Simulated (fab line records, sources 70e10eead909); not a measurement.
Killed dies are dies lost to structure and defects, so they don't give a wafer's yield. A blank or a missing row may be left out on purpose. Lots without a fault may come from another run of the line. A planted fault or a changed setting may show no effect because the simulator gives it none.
fab line records | flow nand_harc | part 2 of 2: steps 5 to 6 of 6
record lots=22 wafers=66 last_day=24
route steps=1159 shown A_SLIT@799 A_WL_FILL@811 A_CONTACT@842
lots that met no fault: from a run of the same line without faults
start_h: hours from the record's first day to the start of the lot's first wafer shown | wait_h: hours since the lot's step before | " the same as in the row above | L1.1+2: a row that stands for several wafers | - no value, or no start given | * or withheld: withheld | < > ~ a bound
route shown NAME@n: a module of which the file shows steps, and the number in the route of the first | usual: mean/standard deviation of fault-free wafers | same: alike in all rows | chamber/n: place in a boat | sites: the reading at each site | _std_site: their standard deviation | _edge_site: outer sites' mean less inner sites' | radius_mm: how far each site lies from the wafer's centre | mask NAME#n: copy n | behind: the tool/chamber that last shaped the wafer | hold: why the lot was held/for how many hours/how that ended | device: the transistor (n, p or np) that didn't switch | end of line: the same wafers' tests at the end of the route | a step without rows: its recipe alone | killed: dies lost to structure and defects at the first sort, not the wafer's yield | map: a wafer's dies, x killed, . not, _ none there
set.NAME: the setting as run; set.NAME@STEP: as run at that earlier step | model.NAME: the simulator's own value behind a step, which no gauge read
steps of the route over a sample of lots; a table a step, a row a wafer
services: from which hour (start_h, from the record's first day; less than 0 if before it) a tool's chamber was out of use, for how many hours, and why
## steps
# step NHARC_A_CONTACT_ETCH_96
# recipe target_depth_a=200 over_etch_frac=0.5 time_s=10 ion_energy_ev=250 c4f6_flow_sccm=25 o2_flow_sccm=20 ar_flow_sccm=500 rf_w=600 bias_w=500 chemistry=C4F6/O2
# usual drypump_motor_current_A=5.7/0.39 oes_product_au=0.960/0.025 rf_vpp_V=546.8/2.9 showerhead_plenum_p_Torr=3.92/0.14 throttle_valve_pct=26.905/0.009
# columns lot.wafer tool chamber start_h wait_h drypump_motor_current_A oes_product_au rf_hours_counter_h rf_vpp_V showerhead_plenum_p_Torr throttle_valve_pct
L075.1 rie_diel-13 3 - - 5.8 0.968 21 546.4 3.96 26.898
L075.3 " 0 " " 5.7 0.963 21 541.9 3.66 26.901
L075.2 " 1 " " 5.6 0.945 18 549.9 4.09 26.899
L074.1 rie_diel-13 3 - - 5.9 0.945 22 546.8 3.96 26.907
L074.6 " 0 " " 5.6 0.935 - 541.4 3.66 26.921
L074.5 " 1 " " 5.6 0.922 - 550.4 4.09 26.904
L077.1 rie_diel-13 0 - - 5.7 0.925 22 540.3 3.65 26.901
L077.2 " 1 " " 5.6 0.942 20 549.5 4.08 26.892
L077.6 " 1 " " 5.6 0.937 - 551.1 4.08 26.908
L076.3 rie_diel-01 1 - - 5.0 0.969 24 545.9 3.82 26.885
L076.1 " 2 " " 5.2 0.958 24 548.7 4.00 26.915
L076.5 " 1 " " 5.0 0.965 - 545.7 3.82 26.895
L078.4 rie_diel-13 2 - - 5.8 0.975 28 545.2 3.88 26.894
L078.3 " 3 " " 5.9 0.941 28 548.5 3.95 26.908
L078.6 " 1 " " 5.5 0.957 - 549.1 4.08 26.897
L081.3 rie_diel-13 1 - - 5.6 0.952 25 550.3 4.08 26.906
L081.4 " 3 " " 5.8 0.948 30 547.4 3.95 26.889
L081.6 " 0 " " 5.7 0.931 - 540.6 3.65 26.917
L080.4 rie_diel-13 3 - - 5.9 0.928 32 548.4 3.95 26.903
L080.3 " 1 " " 5.6 0.940 28 549.9 4.08 26.897
L080.2 " 2 " " 5.8 0.974 32 546.9 3.88 26.919
L083.2 rie_diel-13 1 - - 5.6 0.930 28 550.4 4.08 26.900
L083.1 " 2 " " 5.8 0.963 32 546.7 3.88 26.900
L083.5 " 1 " " 5.6 0.923 - 548.6 4.08 26.895
L084.1 rie_diel-06 3 - - 6.4 1.002 1 545.4 3.84 26.904
L084.6 " 0 " " 5.6 0.980 - 545.3 3.88 26.907
L084.5 " 1 " " 5.1 0.991 - 546.7 3.85 26.899
L082.1 rie_diel-13 3 - - 5.9 0.995 34 546.1 3.95 26.901
L082.2 " 0 " " 5.7 1.001 34 541.7 3.65 26.897
L082.5 " 0 " " 5.7 1.001 - 539.5 3.65 26.907
L086.1 rie_diel-01 0 - - 5.9 0.946 50 548.8 4.01 26.900
L086.3 " 1 " " 5.0 0.991 52 544.5 3.80 26.911
L086.5 " 3 " " 6.6 0.939 - 549.0 4.05 26.887
L087.1 rie_diel-01 0 - - 5.8 0.930 50 548.5 4.01 26.909
L087.3 " 1 " " 5.0 0.969 52 545.5 3.80 26.917
L087.2 " 3 " " 6.6 0.936 53 550.0 4.05 26.897
L088.2 rie_diel-01 3 - - 6.6 0.948 53 548.7 4.05 26.900
L088.1 " 1 " " 5.0 0.978 52 544.8 3.80 26.904
L088.4 " 2 " " 5.2 0.959 49 547.9 3.98 26.926
L085.2 rie_diel-13 1 - - 5.6 0.951 1 550.0 4.08 26.906
L085.5 " 2 " " 5.8 0.951 - 545.9 3.87 26.916
L085.6 " 3 " " 5.9 0.957 - 547.2 3.95 26.894
L090.1 rie_diel-01 0 - - 5.9 0.939 53 548.1 4.01 26.910
L090.3 " 2 " " 5.2 0.979 52 548.2 3.98 26.894
L090.5 " 0 " " 5.9 0.947 - 549.5 4.01 26.898
L091.4 rie_diel-06 2 - - 5.9 1.004 20 544.2 3.84 26.900
L091.5 " 3 " " 6.4 0.991 - 545.8 3.82 26.909
L091.6 " 0 " " 5.6 0.982 - 545.1 3.87 26.917
L089.3 rie_diel-06 0 - - 5.6 0.977 24 545.6 3.87 26.903
L089.6 " 2 " " 5.9 1.001 - 545.5 3.84 26.900
L089.5 " 3 " " 6.4 0.984 - 544.4 3.82 26.905
L092.3 rie_diel-13 1 - - 5.6 0.940 5 549.5 4.07 26.907
L092.1 " 2 " " 5.8 0.940 6 545.5 3.87 26.895
L092.4 " 3 " " 5.9 0.952 7 546.5 3.94 26.940
L094.1 rie_diel-06 3 - - 6.4 0.993 29 544.4 3.82 26.903
L094.3 " 0 " " 5.7 0.990 29 546.3 3.87 26.915
L094.6 " 2 " " 5.9 1.011 - 545.9 3.84 26.899
L093.4 rie_diel-13 1 - - 5.5 0.945 9 549.6 4.07 26.906
L093.1 " 3 " " 5.9 0.990 9 546.5 3.94 26.899
L093.3 " 0 " " 5.7 0.963 9 552.5 4.22 26.916
L095.3 rie_diel-13 0 - - 5.7 0.939 11 551.2 4.22 26.904
L095.6 " 3 " " 5.9 0.966 - 545.7 3.94 26.903
L095.5 " 0 " " 5.6 0.944 - 552.5 4.22 26.900
L096.2 rie_diel-06 1 - - 5.1 0.959 30 544.1 3.84 26.911
L096.3 " 2 " " 5.9 0.967 31 543.1 3.84 26.904
L096.1 " 0 " " 5.7 0.943 35 546.7 3.86 26.906
# step NHARC_A_CONTACT_STRIP_55
# recipe o2_flow_sccm=500 ar_flow_sccm=0 bias_w=0 chemistry=O2
# usual drypump_motor_current_A=5.8/0.31 oes_product_au=1.000/0.012 rf_vpp_V=57.8/0.81 showerhead_plenum_p_Torr=3.53/0.13 throttle_valve_pct=17.036/0.0096
# columns lot.wafer tool chamber start_h wait_h drypump_motor_current_A oes_product_au rf_hours_counter_h rf_vpp_V showerhead_plenum_p_Torr throttle_valve_pct
L075.3 rie_diel-13 2 - - 5.9 1.023 21 58.2 3.49 17.036
L075.2 " 0 " " 5.7 0.989 21 56.6 3.28 17.054
L075.1 " 1 " " 5.6 0.996 18 56.7 3.68 17.029
L074.1 rie_diel-13 2 - - 5.8 1.026 21 58.5 3.49 17.045
L074.6 " 0 " " 5.7 0.988 - 58.8 3.28 17.021
L074.5 " 1 " " 5.6 0.984 - 59.2 3.68 17.030
L077.2 rie_diel-13 3 - - 5.9 1.003 23 59.2 3.56 17.027
L077.1 " 0 " " 5.7 0.989 22 57.0 3.28 17.040
L077.6 " 2 " " 5.9 1.024 - 57.6 3.49 17.036
L076.1 rie_diel-06 2 - - 5.9 0.979 53 56.8 3.47 17.043
L076.3 " 3 " " 6.4 1.000 43 57.7 3.45 17.048
L076.5 " 2 " " 5.9 1.007 - 58.9 3.47 17.051
L078.4 rie_diel-13 3 - - 5.9 0.990 28 56.3 3.56 17.034
L078.3 " 1 " " 5.6 0.996 23 59.0 3.67 17.030
L078.6 " 0 " " 5.7 0.990 - 57.5 3.28 17.044
L081.4 rie_diel-13 3 - - 5.9 0.995 30 58.9 3.56 17.024
L081.3 " 2 " " 5.9 1.021 29 56.6 3.49 17.040
L081.6 " 0 " " 5.7 0.991 - 58.2 3.28 17.027
L080.2 rie_diel-13 3 - - 5.9 0.998 32 56.9 3.55 17.039
L080.4 " 0 " " 5.7 0.996 33 57.4 3.28 17.048
L080.3 " 2 " " 5.9 1.022 32 58.3 3.49 17.039
L083.2 rie_diel-13 2 - - 5.8 1.020 32 58.7 3.49 17.045
L083.1 " 1 " " 5.6 0.986 28 58.9 3.67 17.057
L083.5 " 2 " " 5.8 1.023 - 58.3 3.49 17.041
L084.1 rie_diel-06 1 - - 5.1 1.007 2 56.6 3.47 17.032
L084.6 " 2 " " 5.9 1.009 - 58.0 3.47 17.016
L084.5 " 3 " " 6.4 0.997 - 58.1 3.45 17.016
L082.1 rie_diel-13 0 - - 5.7 0.995 34 58.4 3.27 17.040
L082.2 " 1 " " 5.6 0.992 29 57.1 3.67 17.040
L082.5 " 2 " " 5.9 1.017 - 57.3 3.49 17.035
L086.3 rie_diel-13 1 - - 5.6 0.971 0 57.8 3.67 17.024
L086.1 " 0 " " 5.7 0.993 0 57.0 3.81 17.036
L086.5 " 2 " " 5.9 0.993 - 58.2 3.48 17.039
L087.1 rie_diel-06 3 - - 6.4 0.995 17 57.9 3.44 17.034
L087.3 " 0 " " 5.7 0.992 17 56.8 3.48 17.029
L087.2 " 1 " " 5.1 1.005 15 56.7 3.46 17.031
L088.4 rie_diel-06 2 - - 5.9 1.007 15 57.3 3.46 17.040
L088.2 " 3 " " 6.4 0.994 18 57.3 3.44 17.060
L088.1 " 0 " " 5.7 0.990 18 58.2 3.48 17.051
L085.2 rie_diel-13 3 - - 5.9 1.014 1 57.0 3.55 17.045
L085.6 " 3 " " 5.9 1.013 - 58.3 3.55 17.032
L085.5 " 0 " " 5.7 0.992 - 58.7 3.81 17.024
L090.3 rie_diel-06 0 - - 5.6 0.975 23 57.2 3.48 17.037
L090.1 " 2 " " 5.9 1.003 19 56.9 3.45 17.035
L090.5 " 0 " " 5.7 0.981 - 57.1 3.48 17.049
L091.4 rie_diel-13 1 - - 5.6 0.987 4 58.6 3.67 17.035
L091.6 " 0 " " 5.7 1.003 - 60.0 3.81 17.042
L091.5 " 1 " " 5.6 0.996 - 58.0 3.67 17.028
L089.3 rie_diel-06 2 - - 5.9 1.005 20 57.2 3.45 17.041
L089.5 " 1 " " 5.1 1.006 - 58.4 3.46 17.049
L089.6 " 2 " " 5.9 1.010 - 56.5 3.45 17.034
L092.3 rie_diel-06 0 - - 5.6 0.995 26 58.0 3.48 17.021
L092.1 " 1 " " 5.1 1.001 21 57.4 3.45 17.035
L092.4 " 2 " " 5.9 1.000 21 57.3 3.45 17.025
L094.1 rie_diel-13 2 - - 5.9 0.993 9 56.9 3.48 17.049
L094.3 " 3 " " 5.8 1.000 9 58.9 3.55 17.033
L094.6 " 2 " " 5.8 0.994 - 57.0 3.48 17.037
L093.1 rie_diel-13 2 - - 5.8 1.003 10 58.6 3.48 17.046
L093.4 " 3 " " 5.9 1.015 10 57.7 3.55 17.036
L093.3 " 0 " " 5.7 0.997 9 59.6 3.80 17.049
L095.3 rie_diel-01 1 - - 5.0 1.025 6 58.0 3.41 17.039
L095.6 " 1 " " 5.0 1.018 - 57.5 3.41 17.027
L095.5 " 2 " " 5.2 1.017 - 58.3 3.58 17.037
L096.3 rie_diel-13 1 - - 5.6 0.991 12 58.5 3.66 17.046
L096.1 " 2 " " 5.8 1.013 13 57.1 3.48 17.034
L096.2 " 3 " " 5.9 1.022 12 57.7 3.54 17.039
## services
# columns tool chamber start_h hours kind
rie_diel-01 - 314.80 9.0 pm
ald_metal-03 - 322.00 10.0 pm
rie_diel-13 1 330.24 9.6 repair
rie_diel-10 2 348.85 2.6 repair
acl_dep-02 - 351.66 13.0 pm
rie_diel-10 - 353.71 9.0 pm
rie_diel-13 2 355.42 3.8 repair
rie_diel-09 0 365.59 1.6 repair
ald_metal-03 0 373.69 2.0 repair
rie_diel-10 3 390.21 15.5 repair
rie_diel-13 1 390.38 7.0 repair
rie_diel-01 0 397.52 9.4 repair
acl_dep-03 - 408.31 13.0 pm
rie_diel-06 - 418.30 9.0 pm
rie_diel-10 3 434.63 7.0 repair
rie_diel-01 2 436.81 3.8 repair
rie_diel-01 3 442.06 2.8 repair
rie_diel-13 1 443.64 8.4 repair
rie_diel-13 - 453.03 9.0 pm
rie_diel-01 - 471.56 2.4 repair
ald_metal-03 2 477.74 8.2 repair
rie_diel-01 3 487.87 8.2 repair
rie_diel-01 - 491.80 9.0 pm
ald_metal-03 - 500.16 10.0 pm
